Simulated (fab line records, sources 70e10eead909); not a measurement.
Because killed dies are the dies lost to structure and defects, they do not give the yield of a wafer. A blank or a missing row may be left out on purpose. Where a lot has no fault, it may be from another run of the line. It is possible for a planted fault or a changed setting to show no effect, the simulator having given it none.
Which tool did it?	flow nand harc	12 lots with 36 wafers sampled at 5 steps, on a route of 1302 steps

## WHAT THE GAUGES SHOWED, per wafer
NHARC_END_SORT_01.
lot	measured	on	killed at array	killed at other	killed at periphery	killed dies	killed open	killed short
L829	day 31 22:11	prober-01	64 45 33	0 0 0	5 0 5	69 45 38	4 2 2	2 1 1

## WHICH TOOL RAN EACH LOT (tool, then ch and the chambers of the sampled wafers, then the start)
lot	NHARC_A_STAIRCASE_DEP_259	NHARC_A_STAIRCASE_ETCH_451	NHARC_A_STAIRCASE_HM_DEP_459	NHARC_A_STAIRCASE_EXPOSE_286
L816	pecvd-04 ch 1,2, day 18 11:14	rie diel-08 ch 2,3, day 18 15:50 or earlier	acl dep-03 ch 0, day 18 15:50	krf scanner-02 ch 0, day 18 17:42
L818	pecvd-04 ch 0,1,2, day 18 12:53	rie diel-09 ch 2,3, day 18 17:20 or earlier	acl dep-01 ch 0, day 18 17:20	krf scanner-02 ch 0, day 18 19:04
L819	pecvd-01 ch 1,2, day 18 14:45	rie diel-04 ch 0,1,2, day 18 21:27 or earlier	acl dep-03 ch 0, day 18 21:27	krf scanner-02 ch 0, day 18 23:11
L820	pecvd-01 ch 0,1,2, day 20 04:14	rie diel-09 ch 0,2,3, day 20 09:48 or earlier	acl dep-03 ch 0, day 20 09:48	krf scanner-04 ch 0, day 20 12:47
L821	pecvd-01 ch 0,1, day 20 06:05	rie diel-04 ch 0,1,3, day 20 11:47 or earlier	acl dep-02 ch 0, day 20 11:47	krf scanner-02 ch 0, day 20 14:17
L826	pecvd-01 ch 0,1,2, day 22 17:28	rie diel-08 ch 0,1, day 22 21:28 or earlier	acl dep-03 ch 0, day 22 21:28	krf scanner-02 ch 0, day 22 23:56
L828	pecvd-02 ch 0,1,2, day 23 00:56	rie diel-09 ch 0,1,3, day 23 08:31 or earlier	acl dep-01 ch 0, day 23 08:31	krf scanner-02 ch 0, day 23 10:43
L829	pecvd-04 ch 0,1,2, day 23 17:28	rie diel-09 ch 0,1,2, day 24 00:29 or earlier	acl dep-02 ch 0, day 24 00:29	krf scanner-02 ch 0, day 24 02:50
L830	pecvd-02 ch 1,2, day 24 01:46	rie diel-09 ch 1,2, day 24 09:26 or earlier	acl dep-02 ch 0, day 24 09:26	krf scanner-04 ch 0, day 24 11:18
L832	pecvd-02 ch 0,1, day 24 07:07	rie diel-04 ch 1,2,3, day 24 14:13 or earlier	acl dep-03 ch 0, day 24 14:13	krf scanner-04 ch 0, day 24 16:31
L833	pecvd-02 ch 0,1,2, day 25 05:46	rie diel-09 ch 0,2,3, day 25 10:38 or earlier	acl dep-03 ch 0, day 25 10:38	krf scanner-01 ch 0, day 25 13:07
L834	pecvd-01 ch 0,1, day 26 00:47	rie diel-04 ch 2,3, day 26 04:50 or earlier	acl dep-01 ch 0, day 26 04:50	krf scanner-01 ch 0, day 26 07:11
- NHARC_A_STAIRCASE_DEP_259: deposits SiON, target thk 30 nm.
- NHARC_A_STAIRCASE_ETCH_451: etches the open film in CF4/O2, target depth 30 nm, overetch 3 nm, time 16.5 s.
- NHARC_A_STAIRCASE_HM_DEP_459: deposits aC, target thk 1500 nm.
- NHARC_A_STAIRCASE_EXPOSE_286: exposes mask CHOP 100.

## AS READ BY THE TOOLS THEMSELVES (means over the sampled wafers that have a number; for cases with no such wafer, the mark the record gives instead)
NHARC_A_STAIRCASE_DEP_259.
lot	tool	heater power w (W)	rf fwd power W (W)
L816	pecvd-04	864	349.6
L818	pecvd-04	801	348.5
L819	pecvd-01	793	347.6
L820	pecvd-01	794	349.6
L821	pecvd-01	720	348.8
L826	pecvd-01	695	348.1
L828	pecvd-02	759	348.3
L829	pecvd-04	822	349.0
L830	pecvd-02	710	348.2
L832	pecvd-02	800	348.5
L833	pecvd-02	724	347.9
L834	pecvd-01	713	348.3

NHARC_A_STAIRCASE_ETCH_451.
lot	tool	drypump motor current A (A)	o2 flow sccm (sccm)	oes_ar_750_au (a.u.)	oes product au (a.u.)	rf fwd power W (W)	rf vpp V (V)	showerhead plenum p Torr (Torr)	throttle valve pct (%)
L816	rie diel-08	5.2	20.03	1.003	0.994	294.6	197.1	1.32	13.411
L818	rie diel-09	5.9	20.03	0.994	0.999	293.5	199.5	1.37	13.398
L819	rie diel-04	5.4	20.01	0.998	0.998	295.3	197.8	1.35	13.390
L820	rie diel-09	5.7	20.08	1.003	0.999	294.9	198.4	1.34	13.398
L821	rie diel-04	5.5	20.03	0.997	1.001	295.6	199.4	1.39	13.402
L826	rie diel-08	5.6	20.02	1.004	0.996	294.6	197.3	1.32	13.398
L828	rie diel-09	5.9	20.01	0.999	1.001	295.0	197.6	1.33	13.399
L829	rie diel-09	5.4	19.97	0.998	0.995	295.1	197.7	1.32	13.397
L830	rie diel-09	5.4	19.98	1.002	1.003	296.0	196.3	1.34	13.395
L832	rie diel-04	5.4	19.99	1.002	1.004	293.8	199.0	1.39	13.397
L833	rie diel-09	5.7	20.05	1.001	1.004	294.8	196.8	1.33	13.393
L834	rie diel-04	5.8	20.00	1.003	1.010	293.8	198.6	1.39	13.389

NHARC_A_STAIRCASE_HM_DEP_459.
lot	tool	throttle valve pct (%)
L816	acl dep-03	34.995
L818	acl dep-01	34.997
L819	acl dep-03	35.008
L820	acl dep-03	34.997
L821	acl dep-02	35.007
L826	acl dep-03	35.007
L828	acl dep-01	35.009
L829	acl dep-02	34.996
L830	acl dep-02	35.008
L832	acl dep-03	35.007
L833	acl dep-03	35.001
L834	acl dep-01	34.998

NHARC_A_STAIRCASE_EXPOSE_286.
lot	tool	exposure dose mJ cm2
L816	krf scanner-02	25.027
L818	krf scanner-02	24.996
L819	krf scanner-02	25.022
L820	krf scanner-04	25.000
L821	krf scanner-02	25.008
L826	krf scanner-02	14.950
L828	krf scanner-02	14.949
L829	krf scanner-02	14.938
L830	krf scanner-04	24.998
L832	krf scanner-04	25.014
L833	krf scanner-01	25.003
L834	krf scanner-01	24.964

## THE ANSWER, worked out from the rows above alone
Rule: usual is defined by the lots themselves. Put in order of their means at a reading, lots are off if they are a third of the lots or fewer, leave a main group of 4 or more, and stand apart from it by a gap of 3 or more times the standard deviation of the main group's means; of several such gaps the widest counts. The tables above print the reading to a certain number of digits; a main group whose means all agree to those digits is not used. Also off: a lot with no number at a reading for which 4 or more lots have one. The other lots that the step has rows for count as sound. The gauges are gone through in route order, then the tools' own readings, and for those a lot's mean is taken as printed above. At the first step where some lot is off, the reading lying furthest off is the one used; lots without a number count as furthest.
Off at NHARC_A_STAIRCASE_EXPOSE_286 (exposure dose mJ cm2): L826, L828, L829. Mean 25.004 and standard deviation 0.017 in the main group.
If a tool, at that step or one of the process steps before it, ran each lot that is off and ran no sound lot following the first of them, it fits. NHARC_A_STAIRCASE_ETCH_451 gives no start for some lots, so the hours and the order of its lots are those of NHARC_A_STAIRCASE_HM_DEP_459. One candidate fits, namely krf scanner-02 at NHARC_A_STAIRCASE_EXPOSE_286. A fault onset in the window from L821 (day 20 14:17, its last sound lot) to L826 (day 22 23:56, its first lot off) fits.
The tool's own readings at NHARC_A_STAIRCASE_EXPOSE_286 bear it out: on the lots that are off they differ by more than 5 times the standard deviation of the sound lots' means. exposure dose mJ cm2 reads 14.946 there against 25.004 on the sound lots.

## WHAT WAS PUT IN BY THE SIMULATOR
Process parameters drifting: krf scanner-02 at NHARC_A_STAIRCASE_EXPOSE_286, beginning at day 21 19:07. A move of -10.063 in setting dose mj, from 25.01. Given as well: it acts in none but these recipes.
Lots struck among those shown: L829, L826, L828. Same finding as the rule above.
